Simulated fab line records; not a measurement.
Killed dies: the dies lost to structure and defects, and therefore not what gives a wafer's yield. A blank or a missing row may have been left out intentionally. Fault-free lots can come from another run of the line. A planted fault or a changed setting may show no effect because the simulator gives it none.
Chamber matching | flow nand_harc | NHARC_P_BONDPAD_STRIP_15 on rie_diel-05 has 4 sister chambers
The step strips in O2. 4 wafers are shown with their chamber, then 10 later ones without.

## WAFERS WITH THEIR CHAMBER
wafer  | chamber | showerhead_plenum_p_Torr (Torr)
L093.6 | 1       | 3.30
L094.3 | 2       | 3.56
L091.4 | 0       | 3.47
L091.5 | 3       | 3.65

## WAFERS WITH NO CHAMBER GIVEN
wafer  | showerhead_plenum_p_Torr (Torr)
L091.6 | 3.56
L092.1 | 3.47
L092.2 | 3.30
L092.6 | 3.30
L095.2 | 3.56
L095.3 | 3.30
L095.4 | 3.30
L097.2 | 3.46
L097.3 | 3.56
L097.6 | 3.46

## EACH ONE'S CHAMBER
wafer  | from the rows above | in truth
L091.6 | 2                   | 2
L092.1 | 0                   | 0
L092.2 | 1                   | 1
L092.6 | 1                   | 1
L095.2 | 2                   | 2
L095.3 | 1                   | 1
L095.4 | 1                   | 1
L097.2 | 0                   | 0
L097.3 | 2                   | 2
L097.6 | 0                   | 0
Placed correctly: 10 of 10. Not placeable from these rows: 0. Placed wrongly: 0.
How it was worked out, from the rows above alone: a wafer's distance from a chamber is the root of the sum, over the readings, of the square of ((its reading less the chamber's mean) divided by the reading's scatter). The wafer belongs to the nearest chamber; if the next one is less than 2 further off, it can't be placed. For every chamber, the mean is computed from those of its wafers that are shown. The scatter: root of mean squared gap, hidden wafer to nearest shown wafer, with one shown wafer a chamber.
